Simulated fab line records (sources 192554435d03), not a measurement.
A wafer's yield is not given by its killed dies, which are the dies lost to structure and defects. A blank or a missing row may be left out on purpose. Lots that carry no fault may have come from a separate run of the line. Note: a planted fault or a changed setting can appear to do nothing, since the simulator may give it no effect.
Which tool is to blame? + flow n5-finfet + 72 wafers from 24 lots sampled at 6 of the route's 1938 steps

== WHAT THE GAUGES READ, wafer by wafer ==
N5_BEOL_M7_INSPECT_58: inspects for defects (darkfield). Usual: 72 for raw-defect-count, sd 21.
| lot  | measured     | on                | raw-defect-count | flag |
|------|--------------|-------------------|------------------|------|
| L074 | day 9 15:15  | defect-inspect-02 | 80 78 82         |      |
| L075 | day 10 00:20 | defect-inspect-01 | 45 52 58         |      |
| L076 | day 10 00:58 | defect-inspect-01 | 81 104 55        |      |
| L077 | day 10 20:35 | defect-inspect-02 | 59 83 74         |      |
| L079 | day 11 06:40 | defect-inspect-01 | 59 31 47         |      |
| L078 | day 11 07:04 | defect-inspect-01 | 68 59 64         |      |
| L080 | day 11 10:41 | defect-inspect-02 | 55 75 74         |      |
| L082 | day 11 17:59 | defect-inspect-01 | 38 76 33         |      |
| L081 | day 11 18:03 | defect-inspect-01 | 82 95 92         |      |
| L083 | day 11 22:41 | defect-inspect-01 | 75 97 86         |      |
| L084 | day 12 04:15 | defect-inspect-02 | 82 69 92         |      |
| L085 | day 12 14:20 | defect-inspect-02 | 138 91 84        |      |
| L087 | day 12 22:20 | defect-inspect-02 | 98 115 86        |      |
| L086 | day 13 01:04 | defect-inspect-01 | 66 74 47         |      |
| L090 | day 13 09:50 | defect-inspect-02 | 86 81 66         |      |
| L089 | day 13 14:11 | defect-inspect-02 | 52 89 58         |      |
| L088 | day 13 19:01 | defect-inspect-02 | 79 85 61         |      |
| L093 | day 14 02:13 | defect-inspect-01 | 83 97 76         |      |
| L092 | day 14 03:47 | defect-inspect-01 | 72 94 126        |      |
| L091 | day 14 21:58 | defect-inspect-01 | 78 103 119       |      |
| L094 | day 15 02:25 | defect-inspect-01 | 88 54 34         |      |
| L096 | day 15 02:42 | defect-inspect-01 | 73 77 73         |      |
| L095 | day 15 07:35 | defect-inspect-02 | 83 52 56         |      |
| L097 | day 15 14:46 | defect-inspect-02 | 133 75 86        |      |

N5_BEOL_M8_CD_MEAS_28: the cd target is 40 nm. Usual: 39.91 nm for cd-nm, sd 0.29.
| lot  | measured     | on        | cd-nm (nm)        | flag |
|------|--------------|-----------|-------------------|------|
| L074 | day 9 19:15  | cd-sem-01 | 39.71 39.97 40.08 |      |
| L075 | day 10 05:40 | cd-sem-03 | 39.64 40.11 39.49 |      |
| L076 | day 10 05:23 | cd-sem-02 | 39.80 39.68 39.45 |      |
| L077 | day 11 02:52 | cd-sem-02 | 39.97 40.26 40.69 |      |
| L079 | day 11 11:25 | cd-sem-03 | 40.42 40.05 39.76 |      |
| L078 | day 11 11:27 | cd-sem-03 | 40.22 39.78 40.16 |      |
| L080 | day 11 15:25 | cd-sem-01 | 40.18 40.20 40.39 |      |
| L082 | day 11 22:42 | cd-sem-02 | 39.70 39.76 39.55 |      |
| L081 | day 11 22:48 | cd-sem-03 | 40.04 40.08 39.67 |      |
| L083 | day 12 03:59 | cd-sem-03 | 39.93 39.64 39.71 |      |
| L084 | day 12 08:22 | cd-sem-03 | 40.28 40.43 39.95 |      |
| L085 | day 12 20:32 | cd-sem-01 | 39.73 39.88 39.37 |      |
| L087 | day 13 01:18 | cd-sem-02 | 39.85 40.21 40.06 |      |
| L086 | day 13 04:12 | cd-sem-01 | 39.74 39.99 40.08 |      |
| L090 | day 13 13:50 | cd-sem-02 | 39.82 39.73 39.64 |      |
| L089 | day 13 17:18 | cd-sem-03 | 39.81 39.69 39.17 |      |
| L088 | day 13 22:14 | cd-sem-01 | 39.90 39.55 39.85 |      |
| L093 | day 14 09:19 | cd-sem-01 | 40.25 40.37 39.82 |      |
| L092 | day 14 09:09 | cd-sem-01 | 40.14 40.05 39.69 |      |
| L091 | day 15 04:22 | cd-sem-02 | 39.25 39.90 39.91 |      |
| L094 | day 15 06:19 | cd-sem-01 | 40.00 39.77 39.69 |      |
| L096 | day 15 07:10 | cd-sem-03 | 39.95 39.96 40.06 |      |
| L095 | day 15 12:32 | cd-sem-01 | 39.87 40.46 39.89 |      |
| L097 | day 15 18:23 | cd-sem-02 | 39.95 39.90 40.21 |      |

N5_BEOL_M8_RS_MEAS_57: measurement is done with a four-point probe. Usual: M8_RS typically reads 0.291 ohm/sq, with standard deviation 0.011.
| lot  | measured     | on            | M8_RS (ohm/sq)    | flag |
|------|--------------|---------------|-------------------|------|
| L074 | day 10 00:31 | film-metro-01 | 0.273 0.295 0.282 |      |
| L075 | day 10 09:20 | film-metro-01 | 0.301 0.309 0.310 |      |
| L076 | day 10 09:05 | film-metro-01 | 0.286 0.299 0.290 |      |
| L077 | day 11 06:24 | film-metro-01 | 0.274 0.291 0.286 |      |
| L079 | day 11 14:31 | film-metro-01 | 0.283 0.295 0.277 |      |
| L078 | day 11 15:11 | film-metro-01 | 0.292 0.295 0.295 |      |
| L080 | day 11 18:41 | film-metro-01 | 0.287 0.298 0.283 |      |
| L082 | day 12 03:41 | film-metro-02 | 0.283 0.280 0.274 |      |
| L081 | day 12 03:58 | film-metro-01 | 0.307 0.315 0.309 |      |
| L083 | day 12 07:34 | film-metro-02 | 0.291 0.284 0.276 |      |
| L084 | day 12 12:11 | film-metro-01 | 0.283 0.291 0.285 |      |
| L085 | day 13 01:05 | film-metro-01 | 0.287 0.278 0.278 |      |
| L087 | day 13 06:00 | film-metro-02 | 0.274 0.278 0.287 |      |
| L086 | day 13 07:59 | film-metro-01 | 0.281 0.297 0.291 |      |
| L090 | day 13 17:11 | film-metro-02 | 0.292 0.296 0.290 |      |
| L089 | day 13 20:25 | film-metro-02 | 0.292 0.274 0.292 |      |
| L088 | day 14 01:53 | film-metro-01 | 0.287 0.282 0.314 |      |
| L093 | day 14 12:33 | film-metro-02 | 0.285 0.293 0.303 |      |
| L092 | day 14 12:27 | film-metro-02 | 0.294 0.297 0.285 |      |
| L091 | day 15 07:50 | film-metro-01 | 0.290 0.299 0.291 |      |
| L094 | day 15 10:20 | film-metro-01 | 0.313 0.301 0.291 |      |
| L096 | day 15 11:14 | film-metro-01 | 0.284 0.296 0.276 |      |
| L095 | day 15 15:47 | film-metro-02 | 0.293 0.293 0.309 |      |
| L097 | day 15 22:03 | film-metro-02 | 0.304 0.302 0.307 |      |

== WHICH TOOL RAN EACH LOT (tool, then ch and the chambers of the sampled wafers, then the start) ==
| lot  | N5_BEOL_M8_CURE_74            | N5_BEOL_M8_PRE_CLEAN_45      | N5_BEOL_M8_ANNEAL_51             |
|------|-------------------------------|------------------------------|----------------------------------|
| L074 | uv-cure-02 ch 1, day 9 15:31  | pvd-sputter-03, day 9 22:37  | rtp-anneal-01 ch 0, day 9 23:52  |
| L075 | uv-cure-03 ch 2, day 10 01:07 | pvd-sputter-02, day 10 07:09 | rtp-anneal-02 ch 0, day 10 08:37 |
| L076 | uv-cure-03 ch 0, day 10 01:53 | pvd-sputter-03, day 10 06:46 | rtp-anneal-02 ch 0, day 10 08:20 |
| L077 | uv-cure-03 ch 2, day 10 21:12 | pvd-sputter-02, day 11 04:10 | rtp-anneal-01 ch 0, day 11 05:44 |
| L079 | uv-cure-01 ch 0, day 11 06:46 | pvd-sputter-03, day 11 12:53 | rtp-anneal-02 ch 0, day 11 13:47 |
| L078 | uv-cure-03 ch 0, day 11 07:40 | pvd-sputter-01, day 11 13:13 | rtp-anneal-02 ch 0, day 11 14:23 |
| L080 | uv-cure-01 ch 1, day 11 11:01 | pvd-sputter-03, day 11 16:52 | rtp-anneal-02 ch 0, day 11 18:06 |
| L082 | uv-cure-01 ch 2, day 11 18:10 | pvd-sputter-03, day 12 01:31 | rtp-anneal-01 ch 0, day 12 03:01 |
| L081 | uv-cure-02 ch 0, day 11 18:28 | pvd-sputter-03, day 12 01:42 | rtp-anneal-01 ch 0, day 12 03:19 |
| L083 | uv-cure-01 ch 1, day 11 22:48 | pvd-sputter-01, day 12 06:01 | rtp-anneal-02 ch 0, day 12 06:50 |
| L084 | uv-cure-02 ch 2, day 12 04:21 | pvd-sputter-03, day 12 09:49 | rtp-anneal-02 ch 0, day 12 11:26 |
| L085 | uv-cure-02 ch 1, day 12 14:26 | pvd-sputter-02, day 12 21:40 | rtp-anneal-01 ch 0, day 13 00:06 |
| L087 | uv-cure-02 ch 1, day 12 22:26 | pvd-sputter-03, day 13 02:35 | rtp-anneal-01 ch 0, day 13 05:01 |
| L086 | uv-cure-03 ch 1, day 13 01:15 | pvd-sputter-02, day 13 05:38 | rtp-anneal-01 ch 0, day 13 07:05 |
| L090 | uv-cure-02 ch 1, day 13 09:56 | pvd-sputter-01, day 13 15:35 | rtp-anneal-02 ch 0, day 13 16:27 |
| L089 | uv-cure-02 ch 1, day 13 14:17 | pvd-sputter-03, day 13 18:41 | rtp-anneal-02 ch 0, day 13 19:42 |
| L088 | uv-cure-02 ch 2, day 13 19:07 | pvd-sputter-02, day 13 23:59 | rtp-anneal-02 ch 0, day 14 01:10 |
| L093 | uv-cure-01 ch 1, day 14 02:19 | pvd-sputter-03, day 14 10:57 | rtp-anneal-02 ch 0, day 14 11:49 |
| L092 | uv-cure-02 ch 2, day 14 03:53 | pvd-sputter-03, day 14 10:46 | rtp-anneal-01 ch 0, day 14 11:42 |
| L091 | uv-cure-02 ch 2, day 14 22:10 | pvd-sputter-03, day 15 06:14 | rtp-anneal-02 ch 0, day 15 07:07 |
| L094 | uv-cure-03 ch 1, day 15 02:40 | pvd-sputter-02, day 15 07:39 | rtp-anneal-01 ch 0, day 15 09:42 |
| L096 | uv-cure-02 ch 0, day 15 02:58 | pvd-sputter-03, day 15 09:31 | rtp-anneal-01 ch 0, day 15 10:35 |
| L095 | uv-cure-03 ch 0, day 15 07:46 | pvd-sputter-01, day 15 14:09 | rtp-anneal-01 ch 0, day 15 15:04 |
| L097 | uv-cure-01 ch 0, day 15 15:02 | pvd-sputter-03, day 15 20:25 | rtp-anneal-02 ch 0, day 15 21:22 |
- N5_BEOL_M8_CURE_74: cures SiCOH lowk, time 240 s.
- N5_BEOL_M8_PRE_CLEAN_45: time 30 s.
- N5_BEOL_M8_ANNEAL_51: time 90 s.

== AS READ BY THE TOOLS THEMSELVES (means over the sampled wafers that have a number; for cases with no such wafer, the mark the record gives instead) ==
N5_BEOL_M8_CURE_74. Usual: lamp-power-pct 52.31 %, standard deviation 0.051; wafer_temp_C_max 386.8, standard deviation 0.65.
| lot  | tool       | lamp-power-pct (%) | wafer_temp_C_max | flag |
|------|------------|--------------------|------------------|------|
| L074 | uv-cure-02 | 52.34              | 386.7            |      |
| L075 | uv-cure-03 | 52.32              | 386.7            |      |
| L076 | uv-cure-03 | 52.33              | 386.1            |      |
| L077 | uv-cure-03 | 52.33              | 386.6            |      |
| L079 | uv-cure-01 | 52.33              | 386.2            |      |
| L078 | uv-cure-03 | 52.29              | 386.5            |      |
| L080 | uv-cure-01 | 52.32              | 387.0            |      |
| L082 | uv-cure-01 | 52.32              | 388.1            |      |
| L081 | uv-cure-02 | 52.27              | 388.6            |      |
| L083 | uv-cure-01 | 52.28              | 386.6            |      |
| L084 | uv-cure-02 | 52.37              | 386.1            |      |
| L085 | uv-cure-02 | 52.37              | 386.8            |      |
| L087 | uv-cure-02 | 52.40              | 386.5            |      |
| L086 | uv-cure-03 | 52.33              | 386.9            |      |
| L090 | uv-cure-02 | 52.35              | 386.8            |      |
| L089 | uv-cure-02 | 52.30              | 386.9            |      |
| L088 | uv-cure-02 | 52.29              | 386.5            |      |
| L093 | uv-cure-01 | 52.29              | 387.1            |      |
| L092 | uv-cure-02 | 52.31              | 386.3            |      |
| L091 | uv-cure-02 | 52.30              | 386.2            |      |
| L094 | uv-cure-03 | 52.32              | 386.7            |      |
| L096 | uv-cure-02 | 52.30              | 387.7            |      |
| L095 | uv-cure-03 | 52.29              | 386.1            |      |
| L097 | uv-cure-01 | 52.35              | 386.8            |      |

N5_BEOL_M8_PRE_CLEAN_45. Usual: 334 W for heater-power-w, sd 24.
| lot  | tool           | heater-power-w (W) | flag |
|------|----------------|--------------------|------|
| L074 | pvd-sputter-03 | 313                |      |
| L075 | pvd-sputter-02 | 335                |      |
| L076 | pvd-sputter-03 | 324                |      |
| L077 | pvd-sputter-02 | 352                |      |
| L079 | pvd-sputter-03 | 323                |      |
| L078 | pvd-sputter-01 | 353                |      |
| L080 | pvd-sputter-03 | 327                |      |
| L082 | pvd-sputter-03 | 335                |      |
| L081 | pvd-sputter-03 | 352                |      |
| L083 | pvd-sputter-01 | 329                |      |
| L084 | pvd-sputter-03 | 334                |      |
| L085 | pvd-sputter-02 | 340                |      |
| L087 | pvd-sputter-03 | 317                |      |
| L086 | pvd-sputter-02 | 336                |      |
| L090 | pvd-sputter-01 | 358                |      |
| L089 | pvd-sputter-03 | 318                |      |
| L088 | pvd-sputter-02 | 338                |      |
| L093 | pvd-sputter-03 | 332                |      |
| L092 | pvd-sputter-03 | 330                |      |
| L091 | pvd-sputter-03 | 325                |      |
| L094 | pvd-sputter-02 | 338                |      |
| L096 | pvd-sputter-03 | 350                |      |
| L095 | pvd-sputter-01 | 352                |      |
| L097 | pvd-sputter-03 | 349                |      |

N5_BEOL_M8_ANNEAL_51. Usual: 225.9 for wafer_temp_C_max, sd 0.43.
| lot  | tool          | wafer_temp_C_max | flag |
|------|---------------|------------------|------|
| L074 | rtp-anneal-01 | 226.5            |      |
| L075 | rtp-anneal-02 | 225.6            |      |
| L076 | rtp-anneal-02 | 225.4            |      |
| L077 | rtp-anneal-01 | 226.6            |      |
| L079 | rtp-anneal-02 | 225.6            |      |
| L078 | rtp-anneal-02 | 225.6            |      |
| L080 | rtp-anneal-02 | 225.5            |      |
| L082 | rtp-anneal-01 | 226.1            |      |
| L081 | rtp-anneal-01 | 226.4            |      |
| L083 | rtp-anneal-02 | 225.3            |      |
| L084 | rtp-anneal-02 | 225.6            |      |
| L085 | rtp-anneal-01 | 226.2            |      |
| L087 | rtp-anneal-01 | 226.3            |      |
| L086 | rtp-anneal-01 | 226.3            |      |
| L090 | rtp-anneal-02 | 225.6            |      |
| L089 | rtp-anneal-02 | 225.5            |      |
| L088 | rtp-anneal-02 | 225.6            |      |
| L093 | rtp-anneal-02 | 225.6            |      |
| L092 | rtp-anneal-01 | 226.2            |      |
| L091 | rtp-anneal-02 | 225.8            |      |
| L094 | rtp-anneal-01 | 226.2            |      |
| L096 | rtp-anneal-01 | 226.3            |      |
| L095 | rtp-anneal-01 | 226.2            |      |
| L097 | rtp-anneal-02 | 225.4            |      |

== THE ANSWER, worked out from the rows above alone ==
Rule: take the mean of a lot's wafers that have a number; if it is more than 3 standard deviations from the usual mean, the lot is off. Also off: a lot with no number at a reading for which 4 or more lots have one. The other lots that the step has rows for count as sound. Order of review: gauges by route order, followed by the tools' own readings, for which a lot's mean as printed above is used. At the first step where some lot is off, the reading lying furthest off is the one used; lots without a number count as furthest.
Across all readings shown, no lot is off: no conclusion can be drawn from this.

== WHAT THE SIMULATOR PUT IN ==
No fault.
